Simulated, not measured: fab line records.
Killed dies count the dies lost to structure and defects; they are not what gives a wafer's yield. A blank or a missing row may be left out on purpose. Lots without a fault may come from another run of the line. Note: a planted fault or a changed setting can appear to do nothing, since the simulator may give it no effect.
fab line records ; flow n5Finfet
record lots=7; wafers=21
route steps=1938 shown FIN_SAQP@108 DUMMY_GATE@221 HKMG_FIN@386 MOL_CONTACT_COAG@624 BEOL_M0_SAQP@643 BEOL_M0@726 BEOL_M1@754
startH: hours from the record's opening day to when the first of the lot's shown wafers began ; waitH: hours from the lot's prior step to this one ; " identical to the entry in the row above ; L1.1+2: a single row standing in for several wafers ; - either no value or no given start ; * or withheld: withheld ; < > ~ a bound
route shown NAME@n: NAME is a module with steps in the file, n the number in the route of the first one ; usual: the fault-free wafers' mean and standard deviation ; same: alike in all rows ; chamber/n: place in a boat ; sites: each site's reading ; _std_site: standard deviation of those values ; _edge_site: outer sites' mean less inner sites' ; radiusMm: for every site, how far away it sits from the centre of the wafer ; mask NAME#n: copy n ; behind: tool/chamber where the wafer was last shaped ; hold: reason for holding the lot/hours on hold/outcome of the hold ; device: whichever transistor did not switch (one of n, p or np) ; end of line: the route-end tests of the same wafers ; step lacking rows: just its recipe ; killed: dies that structure and defects cost at the first sort, which is not the same as the wafer's yield ; map: dies across one wafer; x = killed, . = not, _ = none there
set.NAME: the setting that was run; set.NAME@STEP: the one run at that earlier step ; model.NAME: the simulator's own value behind a step, which no gauge read
one table per step and one row per wafer, for lots whose settings were changed on purpose
## steps
# step N5_FIN_SAQP_EXPOSE_13
# recipe maskId=FIN_CORE; na=1.35; sourceShape=dipole; sigmaInner=0.538; sigmaOuter=0.738; polarization=te; targetCdNm=35.6; doseMj=63.25
lot.wafer;tool;chamber;startH;waitH;mask;set.doseMj
L079.2+5+6;arfiScanner-02;0;51.39;-;FIN_CORE#0;63.25
L081.1;arfiScanner-02;0;70.49;-;FIN_CORE#0;63.25
L081.3+5;arfiScanner-02;0;70.49;-;FIN_CORE#0;67.11
L083.1;arfiScanner-02;0;75.85;-;FIN_CORE#0;66.8
L083.3+4;arfiScanner-02;0;75.85;-;FIN_CORE#0;63.25
L084.2+5+6;arfiScanner-01;0;81.70;-;FIN_CORE#0;63.25
L091.2;arfiScanner-02;0;123.51;-;FIN_CORE#0;63.25
L091.4+6;arfiScanner-02;0;123.51;-;FIN_CORE#0;67.49
L094.1;arfiScanner-02;0;142.23;-;FIN_CORE#0;65.58
L094.2+3;arfiScanner-02;0;142.23;-;FIN_CORE#0;63.25
L095.1+2;arfiScanner-03;0;148.39;-;FIN_CORE#0;59.67
L095.3;arfiScanner-03;0;148.39;-;FIN_CORE#0;63.25
# step N5_FIN_SAQP_PEB_14
# recipe pebTempC=withheld; pebTimeS=60; resist=CAR-ArF
# step N5_FIN_SAQP_DEVELOP_15
# recipe developTimeS=30; developer=TMAH; resist=CAR-ArF; devTempC=23; rinseLiquid=diw; dry=airSpin
# step N5_FIN_SAQP_CD_MEAS_16
# recipe targetCdNm=35.6; landingEnergyEv=500; detector=seInlens
# usual cdNm=35.5/0.35
lot.wafer;tool;chamber;startH;waitH;set.doseMj@FIN_SAQP_EXPOSE_13;cdNm
L079.2;cdSem-03;0;51.51;-;63.25;35.7
L079.5;cdSem-03;0;51.51;-;63.25;34.7
L079.6;cdSem-03;0;51.51;-;63.25;35.1
L081.1;cdSem-02;0;70.62;-;63.25;35.6
L081.3;cdSem-02;0;70.62;-;67.11;34.0
L081.5;cdSem-02;0;70.62;-;67.11;33.6
L083.1;cdSem-01;0;75.98;-;66.8;34.3
L083.3;cdSem-01;0;75.98;-;63.25;36.2
L083.4;cdSem-01;0;75.98;-;63.25;36.2
L084.2;cdSem-02;0;81.82;-;63.25;35.5
L084.5;cdSem-02;0;81.82;-;63.25;35.6
L084.6;cdSem-02;0;81.82;-;63.25;35.9
L091.2;cdSem-01;0;123.64;-;63.25;35.8
L091.4;cdSem-01;0;123.64;-;67.49;34.1
L091.6;cdSem-01;0;123.64;-;67.49;34.1
L094.1;cdSem-03;0;142.36;-;65.58;34.4
L094.2;cdSem-03;0;142.36;-;63.25;35.4
L094.3;cdSem-03;0;142.36;-;63.25;36.1
L095.1;cdSem-01;0;148.52;-;59.67;36.7
L095.2;cdSem-01;0;148.52;-;59.67;36.8
L095.3;cdSem-01;0;148.52;-;63.25;35.2
# step N5_DUMMY_GATE_PECVD_30
# recipe material=SiO2; targetThkA=550; tempC=400; precursor=TEOS/O2; pressureTorr=6.5; rfW=withheld; teosFlowSccm=withheld; gas=O2; flowSccm=2650; timeS=10.8
lot.wafer;tool;chamber;startH;waitH;set.timeS;model.SiO2_of_DUMMY_GATE_PECVD_30.thkNm
L079.2;pecvd-01;0;75.67;0.0;10.8;53.8
L079.5;pecvd-01;1;75.67;0.0;10.8;56
L079.6;pecvd-01;2;75.67;0.0;12.05;62.4
L081.1;pecvd-01;1;96.18;0.0;10.8;54.2
L081.3+5;pecvd-01;2;96.18;0.0;10.8;54.8
L083.1;pecvd-02;0;102.65;0.0;10.18;50.4
L083.3;pecvd-02;2;102.65;0.0;10.8;54.4
L083.4;pecvd-02;1;102.65;0.0;10.18;53
L084.2;pecvd-02;1;108.15;0.0;10.8;55.6
L084.5;pecvd-02;0;108.15;0.0;10.8;54.6
L084.6;pecvd-02;2;108.15;0.0;10.8;56.6
L091.2;pecvd-04;2;148.64;0.0;10.8;54.6
L091.4;pecvd-04;1;148.64;0.0;11.7;59.4
L091.6;pecvd-04;1;148.64;0.0;11.7;59.6
L094.1;pecvd-01;1;166.26;0.0;10.04;52.2
L094.2;pecvd-01;0;166.26;0.0;10.8;53.8
L094.3;pecvd-01;2;166.26;0.0;10.04;52
L095.1;pecvd-04;0;173.05;0.0;10.8;53.4
L095.2;pecvd-04;2;173.05;0.0;9.712;49.8
L095.3;pecvd-04;2;173.05;0.0;10.8;55.8
# step N5_DUMMY_GATE_COAT_34
# recipe resist=SOC; tempC=250; timeS=60; spinRpm=1500; resistThkNm=60
# step N5_DUMMY_GATE_COAT_35
# recipe resist=SiARC; tempC=220; timeS=60; spinRpm=1500; resistThkNm=10
# step N5_DUMMY_GATE_ETCH_31
# recipe chemistry=C4F6/O2; target=SiO2; maskMaterial=SOC; targetDepthA=825; timeS=27.5; ionEnergyEv=250; pressureMtorr=30; sourceW=345; biasW=185; Ar_flow_sccm=300; C4F6_flow_sccm=10; O2_flow_sccm=10
# step N5_DUMMY_GATE_STRIP_41
# recipe chemistry=O2; powerW=400; tempC=40; pressureMtorr=30; rfFrequencyHz=6e+07; biasPowerW=0; overashFraction=0.3; o2FlowSccm=225
# step N5_DUMMY_GATE_HM_OPEN_21
# recipe chemistry=CH3F/O2; target=SiNx; targetDepthA=1200; Ar_flow_sccm=150; CH3F_flow_sccm=30; O2_flow_sccm=23; timeS=171.4; pressureMtorr=30; sourceW=395; biasW=73; ionEnergyEv=120.7
lot.wafer;tool;chamber;startH;waitH;set.timeS@DUMMY_GATE_PECVD_30;model.SiO2_of_DUMMY_GATE_PECVD_30.thkNm
L079.2;rieDiel-04;1;76.70;0.0;10.8;43.6
L079.5;rieDiel-04;1;76.70;0.0;10.8;45.8
L079.6;rieDiel-04;0;76.70;0.0;12.05;53
L081.1;rieDiel-02;3;97.14;0.0;10.8;43.8
L081.3;rieDiel-02;1;97.14;0.0;10.8;44.6
L081.5;rieDiel-02;0;97.14;0.0;10.8;45
L083.1;rieDiel-06;0;103.74;0.0;10.18;40.4
L083.3;rieDiel-06;2;103.74;0.0;10.8;45
L083.4;rieDiel-06;1;103.74;0.0;10.18;43.4
L084.2;rieDiel-02;2;109.17;0.0;10.8;45.8
L084.5;rieDiel-02;2;109.17;0.0;10.8;45
L084.6;rieDiel-02;1;109.17;0.0;10.8;46.6
L091.2;rieDiel-02;0;149.62;0.0;10.8;44.6
L091.4;rieDiel-02;1;149.62;0.0;11.7;49.4
L091.6;rieDiel-02;3;149.62;0.0;11.7;49.2
L094.1;rieDiel-02;1;167.34;0.0;10.04;42.4
L094.2;rieDiel-02;0;167.34;0.0;10.8;44
L094.3;rieDiel-02;3;167.34;0.0;10.04;41.6
L095.1;rieDiel-04;2;174.36;0.0;10.8;43.8
L095.2;rieDiel-04;1;174.36;0.0;9.712;39.6
L095.3;rieDiel-04;0;174.36;0.0;10.8;46.2
# step N5_DUMMY_GATE_ETCH_32
# recipe chemistry=CF4; target=SiO2; targetDepthA=35; timeS=3.9; ionEnergyEv=350; pressureMtorr=10; icpW=800; biasW=400; cf4FlowSccm=80
lot.wafer;tool;chamber;startH;waitH;set.timeS@DUMMY_GATE_PECVD_30;model.SiO2_of_DUMMY_GATE_PECVD_30.thkNm
L079.2;rieSi-06;0;76.86;0.1;10.8;40.2
L079.5;rieSi-06;3;76.86;0.1;10.8;42.4
L079.6;rieSi-06;0;76.86;0.1;12.05;49.4
L081.1;rieSi-04;1;97.30;0.1;10.8;40.4
L081.3;rieSi-04;0;97.30;0.1;10.8;41.2
L081.5;rieSi-04;0;97.30;0.1;10.8;41.4
L083.1;rieSi-06;2;103.90;0.1;10.18;37
L083.3;rieSi-06;1;103.90;0.1;10.8;41.6
L083.4;rieSi-06;0;103.90;0.1;10.18;40
L084.2;rieSi-06;1;109.33;0.1;10.8;42.4
L084.5;rieSi-06;0;109.33;0.1;10.8;41.4
L084.6;rieSi-06;1;109.33;0.1;10.8;43.2
L091.2;rieSi-01;2;149.78;0.1;10.8;41.2
L091.4+6;rieSi-01;3,2;149.78;0.1;11.7;45.8
L094.1;rieSi-01;2;167.50;0.1;10.04;39
L094.2;rieSi-01;0;167.50;0.1;10.8;40.8
L094.3;rieSi-01;1;167.50;0.1;10.04;38.2
L095.1;rieSi-06;0;174.52;0.1;10.8;40.2
L095.2;rieSi-06;3;174.52;0.1;9.712;36.2
L095.3;rieSi-06;2;174.52;0.1;10.8;42.8
# step N5_HKMG_FIN_HK_ALD_01
# recipe material=HfO2; targetThkA=16; tempC=withheld; aldPrecursorFamily=HfCl4; aldCoReactant=H2O; pulseTimeS=3; purgeTimeS=3; coReactantPurgeTimeS=2.5; coReactantPulseTimeS=0.3; aldCycles=30
lot.wafer;tool;chamber;startH;waitH;set.aldCycles
L079.2+6;aldHk-01;1,2;104.41;0.0;30
L079.5;aldHk-01;3;104.41;0.0;26
L081.1+3+5;aldHk-01;0,2,0;124.38;0.0;30
L083.1;aldHk-03;2;128.90;0.0;30
L083.3+4;aldHk-03;1,3;128.90;0.0;27
L084.2+5+6;aldHk-02;2,2,3;131.52;0.0;30
L091.2;aldHk-01;3;172.57;0.0;32
L091.4+6;aldHk-01;2,0;172.57;0.0;30
L094.1+2;aldHk-01;2,3;195.12;0.0;33
L094.3;aldHk-01;1;195.12;0.0;30
L095.1+2;aldHk-03;1,2;196.89;0.0;30
L095.3;aldHk-03;3;196.89;0.0;27
# step N5_HKMG_FIN_HK_ANNEAL_02
# recipe tempC=700; timeS=30; ambient=N2; idleTempC=600; rampUpCPerS=150; rampDownCPerS=60; coolToC=600
# step N5_HKMG_FIN_ALD_74
# recipe material=La2O3; targetThkA=5; tempC=250; aldPrecursorFamily=La-Cp; aldCoReactant=O3; pulseTimeS=6; coReactantPulseTimeS=1; purgeTimeS=3; coReactantPurgeTimeS=3
# step N5_HKMG_FIN_WET_ETCH_82
# recipe chemistry=dHCl; mix=1:10000; tempC=25; target=La2O3; stopOn=HfO2; targetDepthNm=2; dry=ipaMarangoni; rinseTimeS=30; rinseTempC=23
# step N5_HKMG_FIN_ALD_36
# recipe material=TiN; targetThkA=10; tempC=400; aldPrecursorFamily=TiCl4; aldCoReactant=NH3; pulseTimeS=1; purgeTimeS=3; coReactantPurgeTimeS=2; coReactantPulseTimeS=2; aldCycles=47; pressureTorr=3
# step N5_HKMG_FIN_THK_MEAS_70
# recipe thkMeasGauge=xrf; reads=HfO2_of_HKMG_FIN_HK_ALD_01
# usual HK_THK=1.569/0.019
lot.wafer;tool;chamber;startH;waitH;set.aldCycles@HKMG_FIN_HK_ALD_01;HK_THK[nm]
L079.2;filmMetro-02;-;108.51;0.2;30;1.589
L079.5;filmMetro-02;-;108.51;0.2;26;1.364
L079.6;filmMetro-02;-;108.51;0.2;30;1.577
L081.1;filmMetro-01;-;128.25;0.2;30;1.544
L081.3;filmMetro-01;-;128.25;0.2;30;1.573
L081.5;filmMetro-01;-;128.25;0.2;30;1.547
L083.1;filmMetro-01;-;132.39;0.2;30;1.589
L083.3;filmMetro-01;-;132.39;0.2;27;1.409
L083.4;filmMetro-01;-;132.39;0.2;27;1.420
L084.2;filmMetro-01;-;135.07;0.2;30;1.582
L084.5;filmMetro-01;-;135.07;0.2;30;1.586
L084.6;filmMetro-01;-;135.07;0.2;30;1.587
L091.2;filmMetro-01;-;176.07;0.2;32;1.684
L091.4;filmMetro-01;-;176.07;0.2;30;1.598
L091.6;filmMetro-01;-;176.07;0.2;30;1.568
L094.1;filmMetro-01;-;199.54;0.2;33;1.718
L094.2;filmMetro-01;-;199.54;0.2;33;1.737
L094.3;filmMetro-01;-;199.54;0.2;30;1.574
L095.1;filmMetro-02;-;200.52;0.2;30;1.572
L095.2;filmMetro-02;-;200.52;0.2;30;1.584
L095.3;filmMetro-02;-;200.52;0.2;27;1.444
# step N5_HKMG_FIN_COAT_85
# recipe resist=SOC; tempC=250; timeS=60; spinRpm=1500; resistThkNm=300
lot.wafer;tool;chamber;startH;waitH;set.spinRpm;model.SOC_of_HKMG_FIN_COAT_85.thkNm
L079.2;lithoTrack-02;0;110.74;0.2;1500;298.6
L079.5;lithoTrack-02;0;110.74;0.2;1600;290
L079.6;lithoTrack-02;0;110.74;0.2;1500;299.4
L081.1+3;lithoTrack-02;0;130.58;0.2;1500;299
L081.5;lithoTrack-02;0;130.58;0.2;1500;300.4
L083.1+3;lithoTrack-05;0;134.53;0.2;1349;318.2
L083.4;lithoTrack-05;0;134.53;0.2;1500;301.6
L084.2;lithoTrack-02;0;137.29;0.2;1500;300.2
L084.5;lithoTrack-02;0;137.29;0.2;1500;300
L084.6;lithoTrack-02;0;137.29;0.2;1500;300.4
L091.2;lithoTrack-04;0;178.29;0.2;1500;299.6
L091.4;lithoTrack-04;0;178.29;0.2;1500;299.2
L091.6;lithoTrack-04;0;178.29;0.2;1500;297.8
L094.1;lithoTrack-02;0;201.75;0.2;1500;299.8
L094.2;lithoTrack-02;0;201.75;0.2;1500;300
L094.3;lithoTrack-02;0;201.75;0.2;1500;300.2
L095.1;lithoTrack-02;0;202.91;0.2;1500;300.8
L095.2;lithoTrack-02;0;202.91;0.2;1500;299.6
L095.3;lithoTrack-02;0;202.91;0.2;1500;300.6
# step N5_MOL_CONTACT_COAG_CVD_140
# recipe material=W; targetThkA=665; mode=selectiveFill; tempC=300; timeS=215
lot.wafer;tool;chamber;startH;waitH;set.targetThkA;model.W_of_MOL_CONTACT_COAG_CVD_140.thkNm
L079.2;cvdW-01;1;135.54;0.1;665;65.8
L079.5;cvdW-01;1;135.54;0.1;719.8;71.4
L079.6;cvdW-01;0;135.54;0.1;719.8;72.2
L081.1;cvdW-01;0;155.32;0.1;665;65.2
L081.3;cvdW-01;0;155.32;0.1;665;66
L081.5;cvdW-01;1;155.32;0.1;665;65
L083.1;cvdW-01;1;158.93;0.1;665;66
L083.3;cvdW-01;1;158.93;0.1;665;65.6
L083.4;cvdW-01;0;158.93;0.1;665;66.6
L084.2;cvdW-01;0;160.59;0.1;665;66
L084.5;cvdW-01;0;160.59;0.1;665;66.6
L084.6;cvdW-01;1;160.59;0.1;665;65.4
L091.2+6;cvdW-02;0,1;203.20;0.1;665;65.8
L091.4;cvdW-02;0;203.20;0.1;707.7;69.6
L094.1;cvdW-01;1;227.99;0.1;624.2;61.4
L094.2;cvdW-01;0;227.99;0.1;624.2;62.2
L094.3;cvdW-01;1;227.99;0.1;665;64.8
L095.1+3;cvdW-02;0;228.11;0.1;665;68.4
L095.2;cvdW-02;1;228.11;0.1;665;68.2
# step N5_BEOL_M0_SAQP_COAT_08
# recipe resist=CAR-ArF; spinRpm=1500; resistThkNm=90
lot.wafer;tool;chamber;startH;waitH;set.spinRpm;model.CAR-ArF_of_BEOL_M0_SAQP_COAT_08.thkNm
L079.2;lithoTrack-04;0;-;-;1500;89.8
L079.5;lithoTrack-04;0;-;-;1500;90.2
L079.6;lithoTrack-04;0;-;-;1500;90
L081.1+5;lithoTrack-02;0;-;-;1500;90.2
L081.3;lithoTrack-02;0;-;-;1421;92.6
L084.2+5;lithoTrack-04;0;-;-;1500;90.2
L084.6;lithoTrack-04;0;-;-;1500;90
L083.1+4;lithoTrack-02;0;-;-;1500;90
L083.3;lithoTrack-02;0;-;-;1500;90.2
L091.2;lithoTrack-04;0;-;-;1500;90
L091.4;lithoTrack-04;0;-;-;1500;89.8
L091.6;lithoTrack-04;0;-;-;1552;88.2
L094.1;lithoTrack-04;0;-;-;1500;89.8
L094.2+3;lithoTrack-04;0;-;-;1500;90
L095.1+3;lithoTrack-01;0;-;-;1500;90
L095.2;lithoTrack-01;0;-;-;1587;87.4
# step N5_BEOL_M0_ETCH_109
# recipe chemistry=CH3F/O2; targetDepthA=80; overetchA=24; target=SiCN; timeS=27.4; ionEnergyEv=120; pressureMtorr=30; sourceW=395; biasW=75; Ar_flow_sccm=150; CH3F_flow_sccm=30; O2_flow_sccm=20
# usual rfVppV=297.6/1.5
lot.wafer;tool;chamber;startH;waitH;set.biasW;rfVppV
L079.2;rieDiel-01;1;150.24;0.0;85.44;324.7
L079.5;rieDiel-01;0;150.24;0.0;75;297.1
L079.6;rieDiel-01;1;150.24;0.0;85.44;325.5
L081.1;rieDiel-03;0;168.11;0.0;63.98;270.0
L081.3;rieDiel-03;2;168.11;0.0;75;295.4
L081.5;rieDiel-03;1;168.11;0.0;75;295.2
L084.2;rieDiel-03;3;179.07;0.1;75;296.4
L084.5;rieDiel-03;3;179.07;0.1;75;296.2
L084.6;rieDiel-03;0;179.07;0.1;75;299.4
L083.1;rieDiel-01;0;179.57;0.0;75;298.8
L083.3;rieDiel-01;2;179.57;0.0;69.92;284.7
L083.4;rieDiel-01;2;179.57;0.0;75;298.1
L091.2;rieDiel-01;2;218.55;0.2;83.98;321.4
L091.4;rieDiel-01;0;218.55;0.2;75;297.1
L091.6;rieDiel-01;1;218.55;0.2;83.98;321.3
L094.1;rieDiel-03;0;244.38;0.0;75;298.4
L094.2;rieDiel-03;2;244.38;0.0;75;295.9
L094.3;rieDiel-03;3;244.38;0.0;75;298.6
L095.1;rieDiel-05;0;246.51;0.0;75;296.5
L095.2;rieDiel-05;2;246.51;0.0;68.62;279.5
L095.3;rieDiel-05;1;246.51;0.0;68.62;282.0
# step N5_BEOL_M1_HM_DEP_02
# recipe material=TiN; targetThkA=200; tempC=25; chamberPressurePa=0.49996
lot.wafer;tool;chamber;startH;waitH;set.targetThkA;model.TiN_of_BEOL_M1_HM_DEP_02.thkNm
L079.2;pvdSputter-03;-;152.67;0.1;200;20.4
L079.5;pvdSputter-03;-;152.67;0.1;200;20
L079.6;pvdSputter-03;-;152.67;0.1;200;20.2
L081.1;pvdSputter-03;-;172.38;0.8;177;17.6
L081.3;pvdSputter-03;-;172.38;0.8;177;17.8
L081.5;pvdSputter-03;-;172.38;0.8;177;18
L084.2;pvdSputter-01;-;182.96;1.3;200;20.2
L084.5;pvdSputter-01;-;182.96;1.3;200;20.6
L084.6;pvdSputter-01;-;182.96;1.3;200;20.4
L083.1;pvdSputter-03;-;186.47;2.0;200;20.2
L083.3+4;pvdSputter-03;-;186.47;2.0;207.4;20.8
L091.2;pvdSputter-03;-;223.32;0.5;200;20.2
L091.4;pvdSputter-03;-;223.32;0.5;200;20
L091.6;pvdSputter-03;-;223.32;0.5;216.6;21.4
L094.1;pvdSputter-02;-;247.33;0.0;222.3;22.2
L094.2;pvdSputter-02;-;247.33;0.0;200;20
L094.3;pvdSputter-02;-;247.33;0.0;222.3;22
L095.1+2;pvdSputter-02;-;250.99;1.7;200;19.8
L095.3;pvdSputter-02;-;250.99;1.7;200;20
## key
split step=N5_FIN_SAQP_EXPOSE_13; setting=doseMj; stated=63.25; by=wafer
response step=N5_FIN_SAQP_CD_MEAS_16; reading=cdNm; change=-0.296; per=1%; r=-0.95
split step=N5_DUMMY_GATE_PECVD_30; setting=timeS; stated=10.8; by=wafer
response step=N5_DUMMY_GATE_PECVD_30; reading=model.SiO2_of_DUMMY_GATE_PECVD_30.thkNm; change=+0.525; per=1%; r=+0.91
response step=N5_DUMMY_GATE_HM_OPEN_21; reading=model.SiO2_of_DUMMY_GATE_PECVD_30.thkNm; change=+0.572; per=1%; r=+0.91
response step=N5_DUMMY_GATE_ETCH_32; reading=model.SiO2_of_DUMMY_GATE_PECVD_30.thkNm; change=+0.565; per=1%; r=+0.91
split step=N5_HKMG_FIN_HK_ALD_01; setting=aldCycles; stated=30; by=wafer
response step=N5_HKMG_FIN_THK_MEAS_70; reading=HK_THK; change=+0.0157; per=1%; r=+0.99
split step=N5_HKMG_FIN_COAT_85; setting=spinRpm; stated=1500; by=wafer
response step=N5_HKMG_FIN_COAT_85; reading=model.SOC_of_HKMG_FIN_COAT_85.thkNm; change=-1.56; per=1%; r=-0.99
split step=N5_MOL_CONTACT_COAG_CVD_140; setting=targetThkA; stated=665; by=wafer
response step=N5_MOL_CONTACT_COAG_CVD_140; reading=model.W_of_MOL_CONTACT_COAG_CVD_140.thkNm; change=+0.628; per=1%; r=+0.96
split step=N5_BEOL_M0_SAQP_COAT_08; setting=spinRpm; stated=1500; by=wafer
response step=N5_BEOL_M0_SAQP_COAT_08; reading=model.CAR-ArF_of_BEOL_M0_SAQP_COAT_08.thkNm; change=-0.458; per=1%; r=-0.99
split step=N5_BEOL_M0_ETCH_109; setting=biasW; stated=75; by=wafer
response step=N5_BEOL_M0_ETCH_109; reading=rfVppV; change=+1.9; per=1%; r=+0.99
split step=N5_BEOL_M1_HM_DEP_02; setting=targetThkA; stated=200; by=wafer
response step=N5_BEOL_M1_HM_DEP_02; reading=model.TiN_of_BEOL_M1_HM_DEP_02.thkNm; change=+0.176; per=1%; r=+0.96
